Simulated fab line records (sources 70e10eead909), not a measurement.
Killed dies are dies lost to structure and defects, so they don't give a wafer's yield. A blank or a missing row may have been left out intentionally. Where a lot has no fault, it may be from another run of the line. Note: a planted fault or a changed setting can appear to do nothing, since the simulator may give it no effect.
fab line records	flow nandHarc
record: lots: 6	wafers: 18	lastDay: 34
route steps=1302 shown A_CONTACT@1035 END@1302
lots untouched by any fault: they come from a run of this same line in which no faults occurred
startH: hours from the record's first day to the start of the lot's first wafer shown	waitH: hours from the lot's prior step to this one	" as in the row above	L1.1+2: a row that stands for several wafers	- no value, or no start was given	* or withheld: withheld	< > ~ a bound
route shown NAME@n: a module of which the file shows steps, and the number in the route of the first	usual: mean and standard deviation over wafers with no fault	same: alike in all rows	chamber/n: place in a boat	sites: each site's reading	_std_site: standard deviation of those values	_edge_site: the outer-site mean with the inner-site mean subtracted	radiusMm: how far each site lies from the wafer's centre	mask NAME#n: copy n	behind: the most recent tool/chamber to have shaped the wafer	hold: why the lot went on hold/how many hours it stayed there/how the hold came to an end	device: the n, p or np transistor that did not switch	end of line: tests run on the same wafers once the route is complete	step lacking rows: just its recipe	killed: dies that structure and defects cost at the first sort, which is not the same as the wafer's yield	map: a wafer's dies, marking killed ones x, the rest . and places with no die _
set.NAME: the setting that was run; set.NAME@STEP: the one run at that earlier step	model.NAME: the simulator's own value behind a step, which no gauge read
a table for each step, a row for each wafer; lots at some steps of the route
services: a tool's chamber out of use, with start hour (startH, from the record's first day; less than 0 if before it), hours out, and reason
== steps ==
step: NHARC_A_CONTACT_EBR_65
step: NHARC_A_CONTACT_EXPOSE_66
recipe: na: 1.35	sigmaOuter: 0.8	doseMj: 59.02	maskId: A_CC_2
step: NHARC_A_CONTACT_PEB_67
recipe: pebTempC: 100	pebTimeS: 65
step: NHARC_A_CONTACT_DEVELOP_68
recipe: developTimeS: 35	devTempC: 23
step: NHARC_A_CONTACT_CD_MEAS_69
recipe: targetCdNm: 300	landingEnergyEv: 500
usual: cdNm: 300.0/0.52
lot.wafer	tool	chamber	startH	waitH	cdNm
L647.1	cdSem-01	0	516.64	-	300.1
L647.2	"	0	"	"	300.6
L647.3	"	0	"	"	300.1
L645.3	cdSem-01	0	517.53	-	299.5
L645.5	"	0	"	"	299.5
L645.6	"	0	"	"	300.3
L654.1	cdSem-02	0	602.24	-	299.6
L654.5	"	0	"	"	299.5
L654.6	"	0	"	"	300.1
L656.3	cdSem-03	0	627.31	-	299.6
L656.5	"	0	"	"	299.4
L656.6	"	0	"	"	299.5
L666.2	cdSem-01	0	722.29	-	299.9
L666.4	"	0	"	"	299.8
L666.5	"	0	"	"	299.9
L668.2	cdSem-01	0	747.53	-	299.5
L668.5	"	0	"	"	299.9
L668.6	"	0	"	"	299.1
step: NHARC_A_CONTACT_OVL_MEAS_70
usual: overlayXNm: 0.0/1	overlayYNm: -0.1/0.82
lot.wafer	tool	chamber	startH	waitH	overlayXNm	overlayYNm
L647.1	overlay-02	-	516.73	-	0.7	0.6
L647.2	"	-	"	"	0.3	1.0
L647.3	"	-	"	"	0.7	0.8
L645.3	overlay-01	-	517.62	-	0.5	-0.2
L645.5	"	-	"	"	0.0	0.2
L645.6	"	-	"	"	1.0	-0.3
L654.1	overlay-02	-	602.33	-	-0.2	-0.1
L654.5	"	-	"	"	-0.7	0.2
L654.6	"	-	"	"	-1.0	0.4
L656.3	overlay-01	-	627.40	-	-0.2	-2.0
L656.5	"	-	"	"	-0.2	-1.2
L656.6	"	-	"	"	0.1	-1.1
L666.2	overlay-02	-	722.38	-	0.4	1.1
L666.4	"	-	"	"	0.1	0.9
L666.5	"	-	"	"	-0.2	1.8
L668.2	overlay-01	-	747.62	-	1.6	0.9
L668.5	"	-	"	"	1.2	0.5
L668.6	"	-	"	"	1.4	0.1
step: NHARC_A_CONTACT_INSPECT_71
usual: rawDefectCount: 92/35
lot.wafer	tool	chamber	startH	waitH	rawDefectCount
L647.1	defectInspect-02	-	516.76	0.0	127
L647.2	"	-	"	"	112
L647.3	"	-	"	"	103
L645.3	defectInspect-02	-	517.65	0.0	115
L645.5	"	-	"	"	98
L645.6	"	-	"	"	130
L654.1	defectInspect-02	-	602.37	0.0	127
L654.5	"	-	"	"	129
L654.6	"	-	"	"	115
L656.3	defectInspect-01	-	627.43	0.0	62
L656.5	"	-	"	"	72
L656.6	"	-	"	"	63
L666.2	defectInspect-02	-	722.41	0.0	143
L666.4	"	-	"	"	123
L666.5	"	-	"	"	106
L668.2	defectInspect-01	-	747.66	0.0	138
L668.5	"	-	"	"	112
L668.6	"	-	"	"	155
step: NHARC_A_CONTACT_DESCUM_74
recipe: timeS: 3	o2FlowSccm: 200	arFlowSccm: 0	biasPowerW: 0	chemistry: O2
usual: drypumpMotorCurrentA: 5.8/0.38	oesProductAu: 0.999/0.0086	rfVppV: 57.7/0.9	showerheadPlenumPTorr: 1.87/0.05	throttleValvePct: 11.312/0.0096
lot.wafer	tool	chamber	startH	waitH	drypumpMotorCurrentA	oesProductAu	rfHoursCounterH	rfVppV	showerheadPlenumPTorr	throttleValvePct
L647.1	rieDiel-08	0	516.83	0.1	5.9	1.017	22	58.8	1.86	11.323
L647.3	"	2	"	"	6.0	0.985	20	57.5	1.88	11.306
L647.2	"	3	"	"	6.1	1.004	22	57.2	1.84	11.315
L645.3	rieDiel-03	2	517.72	0.1	5.5	1.002	17	56.9	1.90	11.303
L645.6	"	2	"	"	5.5	1.002	-	57.7	1.90	11.315
L645.5	"	3	"	"	5.1	0.990	-	56.9	1.87	11.305
L654.1	rieDiel-02	2	602.51	0.1	5.0	1.002	12	59.0	1.89	11.316
L654.6	"	2	"	"	4.9	0.997	-	58.9	1.89	11.325
L654.5	"	3	"	"	5.2	1.004	-	58.1	1.84	11.302
L656.3	rieDiel-03	1	627.50	0.1	5.8	0.995	43	59.3	2.06	11.317
L656.5	"	0	"	"	6.1	0.984	-	58.2	1.90	11.318
L656.6	"	1	"	"	5.7	1.000	-	57.7	2.06	11.309
L666.2	rieDiel-02	1	722.48	0.1	6.2	0.994	52	58.6	2.02	11.300
L666.5	"	0	"	"	5.2	0.990	-	58.1	1.90	11.316
L666.4	"	2	"	"	4.9	0.999	-	58.4	1.87	11.300
L668.2	rieDiel-08	3	747.74	0.1	6.2	1.004	2	57.9	1.83	11.317
L668.5	"	1	"	"	5.8	0.993	-	56.8	1.85	11.310
L668.6	"	2	"	"	6.0	1.000	-	58.3	1.86	11.308
step: NHARC_A_CONTACT_ETCH_75
recipe: targetDepthA: 390	overEtchFrac: 0.3	timeS: 65	ionEnergyEv: 80	cf4FlowSccm: 150	arFlowSccm: 0	rfW: 300	biasW: 100	chemistry: CF4
step: NHARC_A_CONTACT_ETCH_76
recipe: targetDepthA: 2600	overEtchFrac: 0.3	timeS: 475.3	ionEnergyEv: 200	n2FlowSccm: 150	h2FlowSccm: 150	arFlowSccm: 0	rfW: 400	biasW: 150	chemistry: N2/H2
usual: drypumpMotorCurrentA: 5.8/0.36	oesProductAu: 0.999/0.0091	rfVppV: 429.5/1.9	showerheadPlenumPTorr: 2.00/0.063	throttleValvePct: 14.171/0.0098
lot.wafer	tool	chamber	startH	waitH	drypumpMotorCurrentA	oesProductAu	rfHoursCounterH	rfVppV	showerheadPlenumPTorr	throttleValvePct
L647.1	rieDiel-08	0	-	-	5.9	1.013	22	429.2	1.98	14.164
L647.3	"	2	"	"	6.0	1.000	20	430.4	2.00	14.182
L647.2	"	3	"	"	6.2	1.020	22	428.1	1.96	14.164
L645.3	rieDiel-03	1	-	-	5.8	0.988	20	433.8	2.21	14.175
L645.5	"	1	"	"	5.8	0.984	-	435.5	2.21	14.160
L645.6	"	2	"	"	5.5	0.993	-	429.8	2.02	14.164
L654.1	rieDiel-02	2	-	-	4.9	0.993	12	428.5	2.01	14.166
L654.6	"	1	"	"	6.2	0.985	-	433.5	2.17	14.182
L654.5	"	2	"	"	4.9	0.993	-	428.5	2.01	14.183
L656.3	rieDiel-03	3	-	-	5.1	1.004	34	429.5	1.98	14.174
L656.5	"	2	"	"	5.5	1.009	-	429.1	2.01	14.173
L656.6	"	3	"	"	5.1	1.011	-	429.4	1.98	14.179
L666.2	rieDiel-02	2	-	-	4.9	1.001	57	429.1	1.99	14.175
L666.5	"	0	"	"	5.2	0.993	-	430.1	2.02	14.161
L666.4	"	1	"	"	6.2	0.984	-	435.0	2.16	14.164
L668.2	rieDiel-08	3	-	-	6.2	1.002	3	426.9	1.95	14.185
L668.5	"	1	"	"	5.9	1.000	-	428.1	1.97	14.145
L668.6	"	2	"	"	6.0	1.006	-	429.5	1.98	14.188
step: NHARC_A_CONTACT_ETCH_77
recipe: targetDepthA: 1089	timeS: 54.5	cf4FlowSccm: 100	chf3FlowSccm: 30	arFlowSccm: 0	rfW: 500	biasW: 200	chemistry: CF4/CHF3
step: NHARC_A_CONTACT_ETCH_78
recipe: targetDepthA: 53000	overEtchFrac: 0.3	timeS: 1378	ionEnergyEv: 150	o2FlowSccm: 400	cosFlowSccm: 20	arFlowSccm: 0	rfW: 500	biasW: 300	chemistry: O2/COS
step: NHARC_A_CONTACT_ETCH_124
recipe: sourceW: withheld	pressureMtorr: 20	biasV: withheld	timeS: 140	targetDepthA: 7000	arFlowSccm: withheld	c4f8FlowSccm: withheld	o2FlowSccm: withheld	chemistry: C4F8/O2/Ar
lot.wafer	tool	chamber	startH	waitH	rfHoursCounterH
L647.2	harCapEtch-01	1	518.68	-	0
L647.1	"	0	"	"	0
L647.3	"	1	"	"	-
L645.3	harCapEtch-03	0	520.24	-	-
L645.5	"	0	"	"	-
L645.6	"	1	"	"	-
L654.1	harCapEtch-03	1	604.34	-	58
L654.5	"	0	"	"	-
L654.6	"	1	"	"	-
L656.3	harCapEtch-03	1	629.13	-	-
L656.5	"	0	"	"	-
L656.6	"	1	"	"	-
L666.2	harCapEtch-03	1	724.33	-	80
L666.4	"	1	"	"	-
L666.5	"	1	"	"	-
L668.2	harCapEtch-03	1	749.26	-	83
L668.5	"	1	"	"	-
L668.6	"	0	"	"	-
step: NHARC_A_CONTACT_ETCH_125
recipe: sourceW: withheld	pressureMtorr: 20	biasV: 3000	timeS: 197	targetDepthA: 19180	arFlowSccm: withheld	c4f8FlowSccm: withheld	o2FlowSccm: withheld	chemistry: C4F8/O2/Ar
step: NHARC_A_CONTACT_ETCH_126
recipe: sourceW: withheld	pressureMtorr: 20	biasV: 3000	timeS: 197	targetDepthA: 19180	arFlowSccm: withheld	c4f8FlowSccm: withheld	o2FlowSccm: withheld	chemistry: C4F8/O2/Ar
step: NHARC_A_CONTACT_ETCH_127
recipe: sourceW: withheld	pressureMtorr: 20	biasV: 3000	timeS: 197	targetDepthA: 19180	arFlowSccm: withheld	c4f8FlowSccm: withheld	o2FlowSccm: withheld	chemistry: C4F8/O2/Ar
lot.wafer	tool	chamber	startH	waitH	rfHoursCounterH
L647.2	harCapEtch-01	1	519.24	0.1	0
L647.1	"	0	"	"	0
L647.3	"	1	"	"	-
L645.3	harCapEtch-03	0	520.78	0.1	-
L645.5	"	0	"	"	-
L645.6	"	1	"	"	-
L654.1	harCapEtch-03	1	604.89	0.1	59
L654.5	"	0	"	"	-
L654.6	"	1	"	"	-
L656.3	harCapEtch-03	1	629.67	0.1	-
L656.5	"	0	"	"	-
L656.6	"	1	"	"	-
L666.2	harCapEtch-03	1	724.89	0.1	81
L666.4	"	1	"	"	-
L666.5	"	1	"	"	-
L668.2	harCapEtch-03	1	749.81	0.1	84
L668.5	"	1	"	"	-
L668.6	"	0	"	"	-
step: NHARC_A_CONTACT_ETCH_128
recipe: sourceW: withheld	pressureMtorr: 20	biasV: 3000	timeS: 197	targetDepthA: 19180	arFlowSccm: withheld	c4f8FlowSccm: withheld	o2FlowSccm: withheld	chemistry: C4F8/O2/Ar
step: NHARC_A_CONTACT_ETCH_129
recipe: sourceW: withheld	pressureMtorr: 20	biasV: 3000	timeS: 197	targetDepthA: 19180	arFlowSccm: withheld	c4f8FlowSccm: withheld	o2FlowSccm: withheld	chemistry: C4F8/O2/Ar
step: NHARC_A_CONTACT_ETCH_130
recipe: sourceW: withheld	pressureMtorr: 20	biasV: 3000	timeS: 197	targetDepthA: 19180	arFlowSccm: withheld	c4f8FlowSccm: withheld	o2FlowSccm: withheld	chemistry: C4F8/O2/Ar
step: NHARC_A_CONTACT_ETCH_131
recipe: sourceW: withheld	pressureMtorr: 20	biasV: 3000	timeS: 197	targetDepthA: 19180	arFlowSccm: withheld	c4f8FlowSccm: withheld	o2FlowSccm: withheld	chemistry: C4F8/O2/Ar
step: NHARC_A_CONTACT_ETCH_132
recipe: sourceW: withheld	pressureMtorr: 20	biasV: 3000	timeS: 197	targetDepthA: 19240	arFlowSccm: withheld	c4f8FlowSccm: withheld	o2FlowSccm: withheld	chemistry: C4F8/O2/Ar
step: NHARC_A_CONTACT_ETCH_133
recipe: sourceW: withheld	pressureMtorr: 20	biasV: 400	timeS: 374	targetDepthA: 16100	arFlowSccm: withheld	c4f8FlowSccm: 11.5	o2FlowSccm: 7.2	chemistry: C4F8/O2/Ar
step: NHARC_A_CONTACT_ETCH_91
recipe: targetDepthA: 400	overEtchFrac: 0.5	timeS: 85.7	ionEnergyEv: 120	ch3fFlowSccm: 50	o2FlowSccm: 30	arFlowSccm: 200	rfW: 500	biasW: 100	chemistry: CH3F/O2
step: NHARC_A_CONTACT_ETCH_97
recipe: targetDepthA: 200	overEtchFrac: 0.5	timeS: 10	ionEnergyEv: 250	c4f6FlowSccm: 25	o2FlowSccm: 20	arFlowSccm: 500	rfW: 600	biasW: 500	chemistry: C4F6/O2
step: NHARC_A_CONTACT_CD_MEAS_80
usual: cdNm: 289.6/0.84
lot.wafer	tool	chamber	startH	waitH	cdNm
L647.1	cdSem-02	-	521.36	-	290.5
L647.2	"	-	"	"	290.5
L647.3	"	-	"	"	291.4
L645.3	cdSem-03	-	522.86	-	290.0
L645.5	"	-	"	"	289.9
L645.6	"	-	"	"	290.0
L654.1	cdSem-03	-	606.92	-	290.0
L654.5	"	-	"	"	290.0
L654.6	"	-	"	"	290.4
L656.3	cdSem-02	-	631.64	-	289.7
L656.5	"	-	"	"	289.0
L656.6	"	-	"	"	289.4
L666.2	cdSem-02	-	727.83	-	289.4
L666.4	"	-	"	"	289.0
L666.5	"	-	"	"	288.7
L668.2	cdSem-02	-	751.89	-	289.4
L668.5	"	-	"	"	289.4
L668.6	"	-	"	"	289.5
step: NHARC_A_CONTACT_STRIP_103
recipe: n2FlowSccm: 150	h2FlowSccm: 150	arFlowSccm: 0	biasW: 0	chemistry: N2/H2
step: NHARC_A_CONTACT_STRIP_104
recipe: cf4FlowSccm: 100	chf3FlowSccm: 30	arFlowSccm: 0	biasW: 0	chemistry: CF4/CHF3
step: NHARC_A_CONTACT_STRIP_105
recipe: o2FlowSccm: 400	cosFlowSccm: 20	arFlowSccm: 0	biasW: 0	chemistry: O2/COS
step: NHARC_A_CONTACT_ETCH_106
recipe: targetDepthA: 900	overetchA: 90	timeS: 49.5	ionEnergyEv: 100	cf4FlowSccm: 80	o2FlowSccm: 20	arFlowSccm: 0	rfW: 300	biasW: 100	chemistry: CF4/O2
step: NHARC_A_CONTACT_STRIP_82
recipe: o2FlowSccm: 500	arFlowSccm: 0	biasW: 0	chemistry: O2
step: NHARC_A_CONTACT_STRIP_83
recipe: timeS: 600	tempC: 30	chemistry: postEtchResidueRemover
step: NHARC_A_CONTACT_DEP_84
recipe: targetThkA: 28000	tempC: 400	material: aC
usual: throttleValvePct: 35.000/0.0096
lot.wafer	tool	chamber	startH	waitH	throttleValvePct
L647.1	aclDep-01	0	523.19	-	35.013
L647.2	"	0	"	"	34.989
L647.3	"	0	"	"	34.998
L645.3	aclDep-02	0	524.37	-	34.999
L645.5	"	0	"	"	35.001
L645.6	"	0	"	"	34.988
L654.1	aclDep-01	0	611.83	-	35.002
L654.5	"	0	612.97	-	34.993
L654.6	"	0	"	"	35.020
L656.3	aclDep-01	0	633.58	-	34.994
L656.5	"	0	"	"	35.001
L656.6	"	0	"	"	34.999
L666.2	aclDep-03	0	729.07	-	35.009
L666.4	"	0	"	"	34.976
L666.5	"	0	"	"	35.007
L668.2	aclDep-03	0	753.14	-	34.995
L668.5	"	0	"	"	34.997
L668.6	"	0	"	"	35.001
step: NHARC_A_CONTACT_DEP_85
recipe: targetThkA: 600	targetThkNm: 60	tempC: 400	pressureTorr: 3.5	flowSccm: 200	rfW: 350	material: SiON
usual: heaterPowerW: 748/110
lot.wafer	tool	chamber	startH	waitH	heaterPowerW
L647.2	pecvd-02	2	524.92	1.2	637
L647.1	"	0	"	"	731
L647.3	"	1	"	"	664
L645.3	pecvd-04	0	525.53	0.9	967
L645.6	"	0	"	"	933
L645.5	"	2	"	"	655
L654.1	pecvd-02	1	613.59	1.5	618
L654.6	"	1	"	"	615
L654.5	"	2	"	"	731
L656.3	pecvd-02	0	634.80	0.9	803
L656.6	"	2	"	"	631
L656.5	"	1	"	"	593
L666.2	pecvd-02	2	730.55	1.2	675
L666.4	"	2	"	"	693
L666.5	"	0	"	"	873
L668.2	pecvd-04	1	754.66	1.2	700
L668.5	"	0	"	"	938
L668.6	"	1	"	"	702
step: NHARC_A_CONTACT_DEHYDRATE_00
recipe: tempC: 150	timeS: 120
step: NHARC_A_CONTACT_HMDS_01
recipe: timeS: 30
step: NHARC_A_CONTACT_COAT_86
recipe: tempC: 260	timeS: 75
step: NHARC_A_CONTACT_COAT_87
recipe: tempC: 225	timeS: 65
step: NHARC_A_CONTACT_COAT_02
recipe: spinRpm: 1500	resistThkNm: 90
step: NHARC_A_CONTACT_SOFTBAKE_03
recipe: tempC: 105	timeS: 55
step: NHARC_A_CONTACT_EBR_04
step: NHARC_A_CONTACT_EXPOSE_05
recipe: na: 1.35	sigmaOuter: 0.8	doseMj: 84.24	maskId: A_CC
step: NHARC_A_CONTACT_PEB_06
recipe: pebTempC: 100	pebTimeS: 65
step: NHARC_END_SORT_01
recipe: tempC: 25
usual: killedAtArray: 64/18	killedAtOther: 0.8/1.1	killedAtPeriphery: 3.8/2.7	killedDies: 68/18	killedOpen: 3.3/1.9	killedShort: 2.3/1.8
same: grossDies: 677
lot.wafer	tool	chamber	startH	waitH	killedAtArray	killedAtOther	killedAtPeriphery	killedDies	killedOpen	killedShort
L645.3	prober-02	0	578.49	3.1	77	2	6	85	2	2
L645.5	prober-02	0	580.08	3.7	69	0	2	71	2	0
L645.6	prober-02	0	580.88	4.0	80	1	2	83	3	4
L654.1	prober-01	0	662.61	2.5	116	1	5	122	1	6
L654.5	prober-01	0	665.82	3.7	153	0	7	160	3	1
L654.6	prober-01	0	666.62	4.0	130	0	7	137	2	3
L656.3	prober-02	0	687.78	3.1	104	1	2	107	5	3
L656.5	prober-02	0	689.39	3.7	118	0	0	118	3	2
L656.6	prober-02	0	690.19	4.0	110	1	8	119	2	6
killed by level:class
L645.3 A_CHANNEL_HOLE_D1:chamberFilmFlake=33 A_CHANNEL_HOLE_D2:chamberFilmFlake=31 A_CONTACT:chamberFilmFlake=5 A_STAIRCASE:chamberFilmFlake=3 P_CONTACT:chamberFilmFlake=2 THIN_TSV:chamberFilmFlake=2 P_M1:geometricParticle:open=1 A_CHANNEL_FILL_D1:geometricParticle:short=1
L645.5 A_CHANNEL_HOLE_D1:chamberFilmFlake=32 A_CHANNEL_HOLE_D2:chamberFilmFlake=32 A_CONTACT:chamberFilmFlake=2 A_CHANNEL_HOLE_D2:geometricParticle:open=1 A_SGD_CUT:geometricParticle:open=1 P_CONTACT:chamberFilmFlake=1 P_BONDPAD:chamberFilmFlake=1 A_WL_FILL:chamberFilmFlake=1
L645.6 A_CHANNEL_HOLE_D1:chamberFilmFlake=41 A_CHANNEL_HOLE_D2:chamberFilmFlake=28 A_STAIRCASE:chamberFilmFlake=4 P_M0:geometricParticle:open=1 A_CHANNEL_FILL_D1:geometricParticle:short=1 A_DECK1_JOINT:geometricParticle:short=1 A_ONON_D2:geometricParticle:short=1 A_WL_FILL:geometricParticle:open=1
L654.1 A_CONTACT:unspecified=62 A_CHANNEL_HOLE_D1:chamberFilmFlake=30 A_SLIT:chamberFilmFlake=9 P_ZERO_WELL:chamberFilmFlake=3 A_ZERO_WELL:chamberFilmFlake=3 P_CONTACT:chamberFilmFlake=2 A_BLC:chamberFilmFlake=2 A_ONON_D1:geometricParticle:short=1
L654.5 A_CONTACT:unspecified=73 A_SLIT:chamberFilmFlake=39 A_CHANNEL_HOLE_D1:chamberFilmFlake=31 P_ZERO_WELL:chamberFilmFlake=4 A_ZERO_WELL:chamberFilmFlake=3 A_CONTACT:chamberFilmFlake=2 P_M0:geometricParticle:short=1 A_ONON_D1:geometricParticle:open=1
L654.6 A_CONTACT:unspecified=63 A_SLIT:chamberFilmFlake=30 A_CHANNEL_HOLE_D1:chamberFilmFlake=26 A_CONTACT:chamberFilmFlake=3 P_ZERO_WELL:chamberFilmFlake=2 P_GATE:chamberFilmFlake=2 A_STAIRCASE:chamberFilmFlake=2 P_GATE:geometricParticle:open=1
L656.3 A_CONTACT:unspecified=61 A_CHANNEL_HOLE_D1:chamberFilmFlake=25 A_CHANNEL_FILL_D1:chamberFilmFlake=4 A_WL_FILL:chamberFilmFlake=3 A_CHANNEL_FILL_D2:geometricParticle:open=2 P_M1:geometricParticle:open=1 A_ONON_D1:geometricParticle:short=1 A_CHANNEL_FILL_D1:geometricParticle:open=1
L656.5 A_CONTACT:unspecified=74 A_CHANNEL_HOLE_D1:chamberFilmFlake=30 A_WL_FILL:chamberFilmFlake=4 A_CONTACT:chamberFilmFlake=3 A_CHANNEL_FILL_D1:chamberFilmFlake=2 A_CHANNEL_FILL_D1:geometricParticle:open=1 A_DECK1_JOINT:geometricParticle:open=1 A_ONON_D2:geometricParticle:short=1
L656.6 A_CONTACT:unspecified=65 A_CHANNEL_HOLE_D1:chamberFilmFlake=29 A_WL_FILL:chamberFilmFlake=5 P_STI:chamberFilmFlake=4 A_CHANNEL_FILL_D1:chamberFilmFlake=3 A_CHANNEL_FILL_D1:geometricParticle:short=2 P_CONTACT:geometricParticle:short=1 P_M1:geometricParticle:short=1
map L654.5 (x killed, . not)
____________x____________
_________......._________
_______......x...x_______
______.............______
_____..............x_____
____.....xxx..x..x...____
____...xxxxx.x......x____
___...x.xxxxxxx...xxxx___
___.....xxxxxx....x.xx___
__...x.xxxxxxx....xxxx.__
__....xxxxxxxxxxx..xxxx__
_..x..xxxxxxxx....xxx.x._
_xx....xxxxxxx..x..xxxx._
_.x.x...xxxxxx....xxxxx._
_xxx....xxxxx.x....x.xx._
_xxx.x..xxxx.....x..x..._
xxxxx......x......x..x...
xxxxx........x..x.......x
.xx.x....................
xxx....................x.
x.x.......x..............
_xx....................._
_...x..................x_
_......................x_
_......................._
_.....................x._
__.....................__
__.....................__
___.........x.........___
___...................___
____.................____
____.................____
_____..............._____
______..........x..______
_______..........._______
_________......._________
____________.____________
map L656.6 (x killed, . not)
____________.____________
_________......._________
_______..........._______
______.............______
_____..............._____
____............x..xx____
____..x.........xxxxx____
___.............xxxxxx___
___............xxxxxxx___
__..............xxxxxxx__
__...............xxxxxx__
_..x............xxxxxxxx_
_..x.......x....xxxxxxx._
_x.x.............xxxxxxx_
_x.xx...........x.xxxx.._
_xxxx...x........xxxxxx._
.xxxx...............x....
xxxx.x..........x........
.xxx.x.........x.........
.xx......................
xx..x....................
_x...................x.._
_......................._
_.x....................._
_......................._
_..................x...._
__..........x..........__
__.....................__
___..................x___
___....xx..........x.x___
____x................____
____.......x.........____
_____......x........_____
______.x.x....x....______
_______.....x....._______
_________......._________
____________.____________
== services ==
tool	chamber	startH	hours	kind
harCapEtch-01	-	497.00	17.0	pm
rieDiel-02	-	504.80	1.1	repair
pecvd-02	2	513.72	5.7	repair
rieDiel-08	1	515.47	58.7	repair
rieDiel-08	-	544.80	9.0	pm
rieDiel-03	3	547.96	7.7	repair
aclDep-01	-	553.22	13.0	pm
rieDiel-02	-	571.39	9.0	pm
pecvd-02	-	589.23	13.0	pm
rieDiel-08	0	590.40	1.3	repair
pecvd-04	-	595.57	1.0	repair
rieDiel-03	1	604.28	7.1	repair
pecvd-04	2	628.67	11.9	repair
pecvd-04	-	631.49	13.0	pm
rieDiel-03	-	636.16	9.0	pm
rieDiel-02	0	653.45	3.2	repair
rieDiel-02	1	667.45	4.3	repair
rieDiel-03	3	705.00	14.9	repair
rieDiel-03	0	714.15	7.5	repair
rieDiel-02	3	718.45	9.2	repair
rieDiel-08	-	721.80	9.0	pm
rieDiel-02	-	732.72	0.4	repair
aclDep-01	-	734.22	13.0	pm
rieDiel-02	-	748.39	9.0	pm
== key ==
firstSign: step: NHARC_END_SORT_01	reading: killedDies	direction: up	sigmas: 3.3	usual: 68	struck: 127	wafersMoved: 5
effect: step: NHARC_END_SORT_01	reading: killedAtArray	direction: up	sigmas: 3.2	usual: 64	struck: 122	wafersMoved: 5
moreKillsBornAt: NHARC_A_CONTACT_ETCH_124@harCapEtch-03: 398
metAt NHARC_A_CONTACT_ETCH_124
struckWafers L654.1,L654.5,L654.6,L656.3,L656.5,L656.6
testerLeftOut L654,L656
onsetBetween 520.24 604.34
alsoFits NHARC_A_CONTACT_DEP_84:aclDep-01
fault: kind: chamberParticleSource	tool: harCapEtch-03	chamber: -	onsetH: 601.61	steps: NHARC_A_CONTACT_ETCH_124	ratePerVisitCm2: 0.64237	endH: 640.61
testerLeftOut: of these lots the tester's yield and bins aren't shown, on N5 and GAA mostly nor the transistor test; their killed dies are dies lost to structure and defects alone, not to doping, threshold or leakage, so they don't give the yield
